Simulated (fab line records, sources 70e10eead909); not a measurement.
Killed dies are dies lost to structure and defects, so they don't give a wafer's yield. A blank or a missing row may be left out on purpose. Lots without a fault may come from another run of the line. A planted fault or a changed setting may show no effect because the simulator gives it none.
Tool commonality check | flow nand_harc | 11 lots, 33 wafers sampled

WHY IT WAS OPENED
At NHARC_A_M0_CD_MEAS_09 the reading cd_nm is flagged on 2 of 11 lots. Wafers without a fault read 80.3 nm, standard deviation 0.76.
Rule: a lot is flagged when every wafer of it that has a number lies more than 4 standard deviations from that mean, or none has a number. The other lots count as sound.

lot  | measured     | on        | cd_nm (nm), wafer by wafer | flag
L832 | day 17 16:12 | cd_sem-03 | 80.5 79.5 78.9             |
L833 | day 17 20:58 | cd_sem-03 | 80.6 80.4 80.0             |
L834 | day 17 22:08 | cd_sem-02 | 79.4 79.8 80.6             |
L836 | day 18 09:39 | cd_sem-02 | 80.9 80.3 81.2             |
L840 | day 19 04:23 | cd_sem-01 | 80.4 81.3 81.8             |
L843 | day 19 13:38 | cd_sem-02 | 80.6 80.6 79.8             |
L841 | day 19 20:10 | cd_sem-01 | 81.2 79.9 79.3             |
L844 | day 20 06:43 | cd_sem-03 | 78.0 79.3 79.0             |
L845 | day 20 09:56 | cd_sem-02 | 80.7 81.5 80.7             |
L850 | day 22 03:19 | cd_sem-02 | 92.4 93.3 92.2             | FLAGGED
L855 | day 23 04:14 | cd_sem-01 | 93.2 93.5 93.9             | FLAGGED
The numbers of the flagged lots are 93.1 nm on average: +12.8 nm against the usual, or +17 standard deviations.

WHICH TOOL RAN EACH LOT
The record holds 3 process steps before the reading, out of a route of 1159 steps. In each cell: the tool, then ch and the chambers that the sampled wafers went through, then the start.
lot  | flag    | NHARC_A_BLC_ETCH_18                           | NHARC_A_BLC_CVD_24                       | NHARC_A_M0_PEB_07
L832 |         | rie_diel-01 ch 0,3, day 17 16:07 or earlier   | cvd_w-01 ch 0,1, day 17 16:07 or earlier | litho_track-04 ch 0, day 17 16:07
L833 |         | rie_diel-13 ch 0,1,3, day 17 20:53 or earlier | cvd_w-02 ch 0,1, day 17 20:53 or earlier | litho_track-01 ch 0, day 17 20:53
L834 |         | rie_diel-01 ch 0,1,2, day 17 22:03 or earlier | cvd_w-01 ch 0,1, day 17 22:03 or earlier | litho_track-01 ch 0, day 17 22:03
L836 |         | rie_diel-01 ch 0,1,3, day 18 09:34 or earlier | cvd_w-01 ch 0,1, day 18 09:34 or earlier | litho_track-06 ch 0, day 18 09:34
L840 |         | rie_diel-01 ch 0,1,2, day 19 04:18 or earlier | cvd_w-02 ch 0,1, day 19 04:18 or earlier | litho_track-01 ch 0, day 19 04:18
L843 |         | rie_diel-01 ch 0,1,2, day 19 13:33 or earlier | cvd_w-01 ch 0,1, day 19 13:33 or earlier | litho_track-06 ch 0, day 19 13:33
L841 |         | rie_diel-01 ch 0,1,2, day 19 20:05 or earlier | cvd_w-02 ch 0,1, day 19 20:05 or earlier | litho_track-04 ch 0, day 19 20:05
L844 |         | rie_diel-04 ch 0,1,2, day 20 06:38 or earlier | cvd_w-01 ch 0,1, day 20 06:38 or earlier | litho_track-01 ch 0, day 20 06:38
L845 |         | rie_diel-13 ch 0,1, day 20 09:51 or earlier   | cvd_w-02 ch 1, day 20 09:51 or earlier   | litho_track-06 ch 0, day 20 09:51
L850 | FLAGGED | rie_diel-13 ch 0,1,3, day 22 03:14 or earlier | cvd_w-01 ch 0,1, day 22 03:14 or earlier | litho_track-06 ch 0, day 22 03:14
L855 | FLAGGED | rie_diel-01 ch 0,3, day 23 04:10 or earlier   | cvd_w-02 ch 0,1, day 23 04:10 or earlier | litho_track-06 ch 0, day 23 04:10
What these steps do:
- NHARC_A_BLC_ETCH_18: etches the open film in C4F8/O2/Ar, target depth 910 nm.
- NHARC_A_BLC_CVD_24: deposits W, target thk 150 nm, time 434 s.
- NHARC_A_M0_PEB_07: peb time 65 s.
- NHARC_A_M0_CD_MEAS_09: target cd 80 nm.

FLAGGED OVER TOTAL, TOOL BY TOOL (the gauges that took the reading come last)
step                  | tool           | lots run | flagged | share of the flagged lots | sound lots run after its first flagged lot
NHARC_A_BLC_ETCH_18   | rie_diel-01    | 7        | 1       | some                      | 0
NHARC_A_BLC_ETCH_18   | rie_diel-04    | 1        | 0       | none                      | -
NHARC_A_BLC_ETCH_18   | rie_diel-13    | 3        | 1       | some                      | 0
NHARC_A_BLC_CVD_24    | cvd_w-01       | 6        | 1       | some                      | 0
NHARC_A_BLC_CVD_24    | cvd_w-02       | 5        | 1       | some                      | 0
NHARC_A_M0_PEB_07     | litho_track-01 | 4        | 0       | none                      | -
NHARC_A_M0_PEB_07     | litho_track-04 | 2        | 0       | none                      | -
NHARC_A_M0_PEB_07     | litho_track-06 | 5        | 2       | all                       | 0
NHARC_A_M0_CD_MEAS_09 | cd_sem-01      | 3        | 1       | some                      | 0
NHARC_A_M0_CD_MEAS_09 | cd_sem-02      | 5        | 1       | some                      | 0
NHARC_A_M0_CD_MEAS_09 | cd_sem-03      | 3        | 0       | none                      | -
NHARC_A_BLC_ETCH_18 gives no start for some lots, so the hours and the order of its lots are those of NHARC_A_M0_PEB_07. NHARC_A_BLC_CVD_24 gives no start for some lots, so the hours and the order of its lots are those of NHARC_A_M0_PEB_07.

WHAT THE TABLE ALLOWS
1 row of the table ran every flagged lot: litho_track-06 at NHARC_A_M0_PEB_07.
- litho_track-06 at NHARC_A_M0_PEB_07: 2 of its 5 lots flagged. Its last sound lot is L845 (day 20 09:51), its first flagged lot L850 (day 22 03:14): a fault that began between those two fits.
One tool is left: litho_track-06 at NHARC_A_M0_PEB_07.

WHAT THE SIMULATOR HAD PUT IN
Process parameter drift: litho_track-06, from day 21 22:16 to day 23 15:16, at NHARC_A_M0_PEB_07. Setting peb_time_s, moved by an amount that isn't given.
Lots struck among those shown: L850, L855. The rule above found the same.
